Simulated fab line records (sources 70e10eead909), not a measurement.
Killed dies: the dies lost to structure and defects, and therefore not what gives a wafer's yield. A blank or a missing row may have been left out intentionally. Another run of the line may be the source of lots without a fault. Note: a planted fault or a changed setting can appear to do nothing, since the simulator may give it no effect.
fab line records | flow nand_harc
[record] lots = 7 wafers = 21 last_day = 33
route steps=1302 shown A_CONTACT@1090
lots untouched by any fault: they come from a run of this same line in which no faults occurred
start_h: start of the lot's first displayed wafer, in hours after the record's first day | wait_h: hours from the lot's prior step to this one | " as in the row above | L1.1+2: one row covering several wafers at once | - value missing, or start not given | * or withheld: withheld | < > ~ a bound
route shown NAME@n: NAME is a module with steps in the file, n the number in the route of the first one | usual: the fault-free wafers' mean and standard deviation | same: alike in all rows | chamber/n: place in a boat | sites: each site's reading | _std_site: their standard deviation | _edge_site: mean of outer sites minus mean of inner sites | radius_mm: how far each site lies from the wafer's centre | mask NAME#n: copy n | behind: tool/chamber where the wafer was last shaped | hold: cause of the lot's hold/its duration in hours/its outcome | device: the transistor (n, p or np) that didn't switch | end of line: at the end of the route, the tests of the same wafers | a step with no rows: only its recipe | killed: dies lost to structure and defects at the first sort, not the wafer's yield | map: a wafer's dies, x killed, . not, _ none there
set.NAME: the setting that was run; set.NAME@STEP: the one run at that earlier step | model.NAME: the simulator's own value behind a step, which no gauge read
lots at some steps of the route; a table a step, a row a wafer
services: the hour from which a tool's chamber was out of use, counted from the record's first day as start_h (under 0 if before that day), plus the number of hours and why
[[steps]]
[step NHARC_A_CONTACT_ETCH_138]
[recipe] source_w = withheld pressure_mtorr = 20 bias_v = 1200 time_s = 311 target_depth_a = 19140 ar_flow_sccm = withheld c4f8_flow_sccm = withheld o2_flow_sccm = withheld chemistry = C4F8/O2/Ar
// columns lot.wafer tool chamber start_h wait_h rf_hours_counter_h
L594.1 har_cap_etch-01 1 540.43 0.3 11
L594.2 " 0 " " 11
L594.4 " 1 " " -
L593.2 har_cap_etch-02 1 541.72 0.2 98
L593.4 " 0 " " -
L593.5 " 1 " " -
L595.2 har_cap_etch-01 1 573.58 0.2 17
L595.3 " 0 " " -
L595.5 " 0 " " -
L600.3 har_cap_etch-01 0 600.49 0.2 -
L600.4 " 1 " " -
L600.5 " 1 " " -
L608.3 har_cap_etch-03 0 694.05 0.2 -
L608.4 " 1 " " -
L608.5 " 1 " " -
L611.2 har_cap_etch-01 1 718.72 0.3 46
L611.4 " 1 " " -
L611.5 " 0 " " -
L610.2 har_cap_etch-02 0 723.65 0.2 131
L610.5 " 1 " " -
L610.6 " 0 " " -
[step NHARC_A_CONTACT_ETCH_139]
[recipe] source_w = withheld pressure_mtorr = 20 bias_v = 400 time_s = 195 target_depth_a = 8400 ar_flow_sccm = withheld c4f8_flow_sccm = 11.5 o2_flow_sccm = 7.2 chemistry = C4F8/O2/Ar
// columns lot.wafer tool chamber start_h wait_h rf_hours_counter_h
L594.1 har_cap_etch-01 1 540.80 0.3 11
L594.2 " 0 " " 11
L594.4 " 1 " " -
L593.2 har_cap_etch-02 1 542.00 0.2 98
L593.4 " 0 " " -
L593.5 " 1 " " -
L595.2 har_cap_etch-01 1 573.85 0.2 17
L595.3 " 0 " " -
L595.5 " 0 " " -
L600.3 har_cap_etch-01 0 600.76 0.2 -
L600.4 " 1 " " -
L600.5 " 1 " " -
L608.3 har_cap_etch-03 0 694.32 0.2 -
L608.4 " 1 " " -
L608.5 " 1 " " -
L611.2 har_cap_etch-01 1 719.09 0.3 46
L611.4 " 1 " " -
L611.5 " 0 " " -
L610.2 har_cap_etch-02 0 723.92 0.2 131
L610.5 " 1 " " -
L610.6 " 0 " " -
[step NHARC_A_CONTACT_ETCH_92]
[recipe] target_depth_a = 400 over_etch_frac = 0.5 time_s = 85.7 ion_energy_ev = 120 ch3f_flow_sccm = 50 o2_flow_sccm = 30 ar_flow_sccm = 200 rf_w = 500 bias_w = 100 chemistry = CH3F/O2
[usual] drypump_motor_current_A = 5.8/0.33 mfc_ar_sccm = 200.0/0.57 oes_product_au = 0.934/0.024 rf_vpp_V = 244.5/2 showerhead_plenum_p_Torr = 2.47/0.13 throttle_valve_pct = 20.664/0.0087
// columns lot.wafer tool chamber start_h wait_h drypump_motor_current_A mfc_ar_sccm oes_product_au rf_hours_counter_h rf_vpp_V showerhead_plenum_p_Torr throttle_valve_pct
L594.1 rie_diel-07 1 541.45 0.6 5.8 200.8 0.928 15 244.3 2.45 20.671
L594.4 " 2 " " 6.0 200.8 0.928 15 242.6 2.41 20.658
L594.2 " 3 " " 5.6 200.6 0.914 17 242.0 2.29 20.659
L593.2 rie_diel-05 0 542.51 0.5 6.2 199.9 0.930 51 247.8 2.64 20.660
L593.4 " 1 " " 5.4 200.0 0.937 49 244.3 2.49 20.652
L593.5 " 0 " " 6.3 199.7 0.922 - 247.6 2.64 20.671
L595.3 rie_diel-07 2 574.37 0.4 6.0 199.8 0.937 21 243.2 2.41 20.665
L595.2 " 3 " " 5.5 199.5 0.932 23 241.2 2.29 20.658
L595.5 " 2 " " 6.0 200.7 0.945 - 244.2 2.41 20.687
L600.4 rie_diel-05 1 601.24 0.4 5.4 200.7 0.925 13 245.4 2.48 20.672
L600.3 " 0 " " 6.3 199.9 0.927 12 246.5 2.63 20.645
L600.5 " 2 " " 6.1 199.0 0.940 - 246.3 2.66 20.665
L608.4 rie_diel-07 2 694.80 0.4 6.0 200.7 1.001 8 243.0 2.40 20.669
L608.3 " 0 " " 5.9 200.1 0.997 8 247.1 2.64 20.647
L608.5 " 2 " " 6.0 200.3 1.001 - 243.0 2.40 20.672
L611.4 rie_diel-07 0 719.67 0.4 5.9 198.6 0.918 14 246.7 2.64 20.671
L611.2 " 3 " " 5.6 200.2 0.920 16 241.0 2.28 20.668
L611.5 " 1 " " 5.8 200.2 0.917 - 244.7 2.44 20.664
L610.2 rie_diel-07 1 724.44 0.5 5.9 200.6 0.920 12 242.9 2.44 20.666
L610.5 " 0 " " 5.9 199.2 0.924 - 248.1 2.64 20.676
L610.6 " 1 " " 5.9 200.0 0.929 - 243.4 2.44 20.669
[step NHARC_A_CONTACT_ETCH_98]
[recipe] target_depth_a = 200 over_etch_frac = 0.5 time_s = 10 ion_energy_ev = 250 c4f6_flow_sccm = 25 o2_flow_sccm = 20 ar_flow_sccm = 500 rf_w = 600 bias_w = 500 chemistry = C4F6/O2
[step NHARC_A_CONTACT_CD_MEAS_15]
[usual] cd_nm = 189.9/0.62
// columns lot.wafer tool chamber start_h wait_h cd_nm
L594.1 cd_sem-02 - 541.66 - 189.5
L594.2 " - " " 189.3
L594.4 " - " " 189.6
L593.2 cd_sem-02 - 542.73 - 190.0
L593.4 " - " " 189.8
L593.5 " - " " 190.0
L595.2 cd_sem-02 - 574.60 - 189.9
L595.3 " - " " 190.4
L595.5 " - " " 190.0
L600.3 cd_sem-03 - 601.46 - 191.5
L600.4 " - " " 191.3
L600.5 " - " " 191.5
L608.3 cd_sem-03 - 695.01 - 190.2
L608.4 " - " " 190.2
L608.5 " - " " 190.7
L611.2 cd_sem-01 - 719.89 - 189.5
L611.4 " - " " 189.0
L611.5 " - " " 189.7
L610.2 cd_sem-01 - 724.64 - 190.4
L610.5 " - " " 190.2
L610.6 " - " " 190.4
[step NHARC_A_CONTACT_STRIP_107]
[recipe] n2_flow_sccm = 150 h2_flow_sccm = 150 ar_flow_sccm = 0 bias_w = 0 chemistry = N2/H2
[step NHARC_A_CONTACT_STRIP_108]
[recipe] cf4_flow_sccm = 100 chf3_flow_sccm = 30 ar_flow_sccm = 0 bias_w = 0 chemistry = CF4/CHF3
[step NHARC_A_CONTACT_STRIP_109]
[recipe] o2_flow_sccm = 400 cos_flow_sccm = 20 ar_flow_sccm = 0 bias_w = 0 chemistry = O2/COS
[step NHARC_A_CONTACT_ETCH_110]
[recipe] target_depth_a = 600 overetch_a = 60 time_s = 33 ion_energy_ev = 100 cf4_flow_sccm = 80 o2_flow_sccm = 20 ar_flow_sccm = 0 rf_w = 300 bias_w = 100 chemistry = CF4/O2
[step NHARC_A_CONTACT_STRIP_26]
[recipe] o2_flow_sccm = 500 ar_flow_sccm = 0 bias_w = 0 chemistry = O2
[usual] drypump_motor_current_A = 5.8/0.31 mfc_ar_sccm = 0.005/0.0088 oes_product_au = 1.000/0.0072 rf_vpp_V = 57.9/0.99 showerhead_plenum_p_Torr = 3.54/0.19 throttle_valve_pct = 17.037/0.0091
// columns lot.wafer tool chamber start_h wait_h drypump_motor_current_A mfc_ar_sccm oes_product_au rf_hours_counter_h rf_vpp_V showerhead_plenum_p_Torr throttle_valve_pct
L594.4 rie_diel-07 1 - - 5.9 0.004 0.995 15 58.9 3.52 17.064
L594.2 " 2 " " 6.0 0.006 1.000 15 59.3 3.46 17.017
L594.1 " 3 " " 5.6 0 1.002 18 56.2 3.30 17.039
L593.2 rie_diel-03 2 - - 5.0 0 1.002 29 58.6 3.71 17.044
L593.4 " 0 " " 5.2 0.019 1.009 36 57.0 3.38 17.041
L593.5 " 2 " " 5.0 0 1.005 - 58.2 3.71 17.033
L595.3 rie_diel-05 0 - - 6.3 0.024 1.001 3 57.9 3.77 17.037
L595.2 " 2 " " 6.1 0.032 1.010 2 59.6 3.81 17.021
L595.5 " 0 " " 6.3 0.024 0.998 - 58.8 3.77 17.035
L600.4 rie_diel-07 0 - - 5.9 0 1.007 29 58.2 3.79 17.041
L600.3 " 1 " " 5.9 0.004 1.003 25 57.6 3.51 17.041
L600.5 " 3 " " 5.6 0 1.006 - 55.2 3.29 17.043
L608.4 rie_diel-07 1 - - 5.9 0.004 0.988 7 57.9 3.50 17.030
L608.3 " 3 " " 5.6 0 0.999 10 56.3 3.28 17.037
L608.5 " 2 " " 6.0 0.006 1.003 - 57.2 3.45 17.034
L611.4 rie_diel-07 3 - - 5.6 0 0.999 16 57.0 3.28 17.027
L611.2 " 0 " " 5.9 0 1.000 14 58.7 3.78 17.041
L611.5 " 1 " " 5.9 0.004 0.998 - 58.1 3.50 17.049
L610.2 rie_diel-07 0 - - 5.9 0 0.992 14 58.4 3.78 17.028
L610.5 " 3 " " 5.5 0 0.988 - 57.6 3.28 17.050
L610.6 " 0 " " 5.9 0 0.998 - 57.7 3.78 17.034
[step NHARC_A_CONTACT_STRIP_27]
[recipe] time_s = 600 temp_c = 30 chemistry = post_etch_residue_remover
[step NHARC_A_CONTACT_ALD_18]
[recipe] target_thk_a = 30 pulse_time_s = 1 ald_cycles = 150 temp_c = 450 material = TiN
[usual] heater_power_w = 1104/100 precursor_pulse_height_rel = 0.998/0.02
// columns lot.wafer tool chamber start_h wait_h heater_power_w precursor_pulse_height_rel
L594.1 ald_metal-01 1 542.67 - 948 0.992
L594.2 " 0 " " 1184 1.008
L594.4 " 3 " " 1014 1.013
L593.2 ald_metal-03 3 543.69 - 1246 0.999
L593.4 " 0 " " 1268 0.984
L593.5 " 2 " " 1245 0.975
L595.3 ald_metal-03 1 575.54 - 1043 1.022
L595.2 " 3 " " 1181 1.018
L595.5 " 1 " " 1037 1.033
L600.3 ald_metal-01 3 602.46 - 1068 0.990
L600.5 " 1 " " 935 1.020
L600.4 " 3 " " 1051 1.029
L608.4 ald_metal-03 2 695.96 - 1179 0.995
L608.3 " 3 " " 1172 1.008
L608.5 " 1 " " 1085 1.014
L611.2 ald_metal-03 3 720.83 - 1211 0.973
L611.5 " 0 " " 1198 1.000
L611.4 " 2 " " 1200 0.991
L610.2 ald_metal-02 1 725.60 - 1087 0.983
L610.6 " 0 " " 964 1.013
L610.5 " 1 " " 1090 0.958
[step NHARC_A_CONTACT_CVD_19]
[recipe] target_thk_a = 3000 temp_c = 300 pressure_torr = 40 wf6_flow_sccm = 40 h2_flow_sccm = 1600 ar_flow_sccm = 1560 time_s = 802 material = W
[usual] chamber_pressure_Torr = 40.02/0.099 heater_power_outer_w = 285/37 heater_power_w = 484/71 mfc_ar_sccm = 1559/5 mfc_wf6_sccm = 39.99/0.12 throttle_valve_pct = 7.93/0.26
// columns lot.wafer tool chamber start_h wait_h chamber_pressure_Torr heater_power_outer_w heater_power_w mfc_ar_sccm mfc_wf6_sccm throttle_valve_pct
L594.2 cvd_w-01 1 542.91 - - - - - - -
L594.1 " 0 " " - - - - - -
L594.4 " 0 " " - - - - - -
L593.2 cvd_w-02 1 543.87 - - - - - - -
L593.4 " 0 " " - - - - - -
L593.5 " 1 " " - - - - - -
L595.2 cvd_w-01 1 575.86 - - - - - - -
L595.3 " 1 " " - - - - - -
L595.5 " 1 " " - - - - - -
L600.4 cvd_w-02 1 602.93 - 39.97 267 483 1555 40.04 8.29
L600.3 " 0 " " 39.82 299 543 1566 39.94 8.23
L600.5 " 1 " " 40.02 270 485 1560 40.04 8.36
L608.4 cvd_w-02 1 696.40 - 40.02 283 486 1559 39.69 8.11
L608.3 " 0 " " 40.21 297 535 1560 40.01 7.81
L608.5 " 1 " " 39.94 285 476 1557 39.95 8.06
L611.2 cvd_w-01 1 721.19 - 40.25 329 550 1561 39.92 7.71
L611.4 " 1 " " 40.27 339 541 1567 39.94 7.72
L611.5 " 0 " " 39.98 238 397 1557 40.19 7.76
L610.2 cvd_w-01 1 725.80 - 40.05 332 541 1553 40.08 8.16
L610.6 " 1 " " 40.06 333 549 1558 39.85 7.91
L610.5 " 0 " " 39.92 244 412 1566 39.73 7.42
[step NHARC_A_CONTACT_CMP_20]
[recipe] t_overpolish_s = 30 target_thk_nm = 300
[usual] motor_current_A = 12.3/0.9 overpolish_run_s = 29.999/0.0087 time_to_endpoint_s = 60.2/2.7
// columns lot.wafer tool chamber start_h wait_h motor_current_A overpolish_run_s time_to_endpoint_s
L594.4 cmp-03 0 543.80 0.4 12.3 30.023 3.4
L594.2 " 1 " " 12.0 30.011 0.0
L594.1 " 3 " " 11.7 29.996 0.6
L593.4 cmp-04 2 544.81 0.4 11.9 29.985 2.5
L593.2 " 3 " " 11.1 29.995 2.4
L593.5 " 1 " " 11.2 30.021 2.8
L595.3 cmp-03 3 576.66 0.4 11.9 29.994 2.4
L595.2 " 0 " " 12.6 30.005 2.6
L595.5 " 1 " " 11.3 29.978 0.4
L600.3 cmp-04 0 603.57 0.4 12.8 30.002 61.2
L600.4 " 2 " " 11.0 29.992 60.0
L600.5 " 0 " " 12.8 30.000 61.7
L608.4 cmp-03 2 697.07 0.5 13.3 29.998 62.6
L608.3 " 0 " " 12.0 29.999 58.8
L608.5 " 2 " " 12.8 29.995 61.2
L611.2 cmp-01 1 721.98 0.7 10.7 30.005 60.3
L611.4 " 2 " " 13.2 29.990 56.5
L611.5 " 1 " " 11.7 29.989 58.1
L610.2 cmp-01 3 726.69 0.8 13.4 30.006 61.0
L610.5 " 3 " " 12.6 30.007 60.2
L610.6 " 0 " " 13.5 30.001 61.0
[[services]]
// columns tool chamber start_h hours kind
cvd_w-01 - 523.54 13.0 pm
cmp-04 - 526.71 4.0 pm
cmp-03 - 530.29 4.0 pm
rie_diel-05 3 534.63 5.9 repair
ald_metal-03 - 544.00 10.0 pm
cmp-03 - 545.37 6.6 repair
cmp-01 - 556.02 4.0 pm
cmp-04 - 572.50 2.6 repair
cvd_w-02 - 590.55 0.9 repair
cmp-04 - 594.83 0.8 repair
cvd_w-02 - 607.30 13.0 pm
cvd_w-01 1 609.48 10.9 repair
cmp-01 - 609.61 1.2 repair
rie_diel-07 - 624.44 9.0 pm
cmp-03 - 625.03 0.8 repair
cmp-03 - 628.29 4.0 pm
rie_diel-05 3 649.29 4.2 repair
cvd_w-01 0 653.28 11.5 repair
cmp-03 - 663.34 1.0 repair
cvd_w-02 - 678.45 0.9 repair
ald_metal-03 1 700.27 21.9 repair
cvd_w-01 - 704.54 13.0 pm
ald_metal-03 - 722.00 10.0 pm
cmp-03 - 726.29 4.0 pm
[[key]]
[first_sign] step = NHARC_A_CONTACT_CVD_19 reading = tool_record direction = missing
[effect] step = NHARC_A_CONTACT_CMP_20 reading = time_to_endpoint_s direction = down sigmas = 21 usual = * struck = *
met_at NHARC_A_CONTACT_CVD_19
struck_wafers L593.2,L593.4,L593.5,L594.1,L594.2,L594.4,L595.2,L595.3,L595.5
later_rows_left_out L593.2,L593.4,L593.5,L594.1,L594.2,L594.4,L595.2,L595.3,L595.5
sort_left_out L593.2,L593.4,L593.5,L594.1,L594.2,L594.4,L595.2,L595.3,L595.5
tester_left_out L593,L594,L595
[fault] kind = skipped_step_whole tool = cvd_w-01,cvd_w-02 chamber = - onset_h = 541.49 steps = NHARC_A_CONTACT_CVD_19 scope = struck_lots_only
// tester_left_out: of these lots the tester's yield and bins aren't shown, on N5 and GAA mostly nor the transistor test; their killed dies are dies lost to structure and defects alone, not to doping, threshold or leakage, so they don't give the yield
// sort_left_out: the simulated sort isn't trusted on such a fault, so these wafers' sort isn't shown, and their yield isn't known
// later_rows_left_out: the simulator's readings of these wafers behind a module that went badly wrong aren't trusted and aren't shown, but for the sort
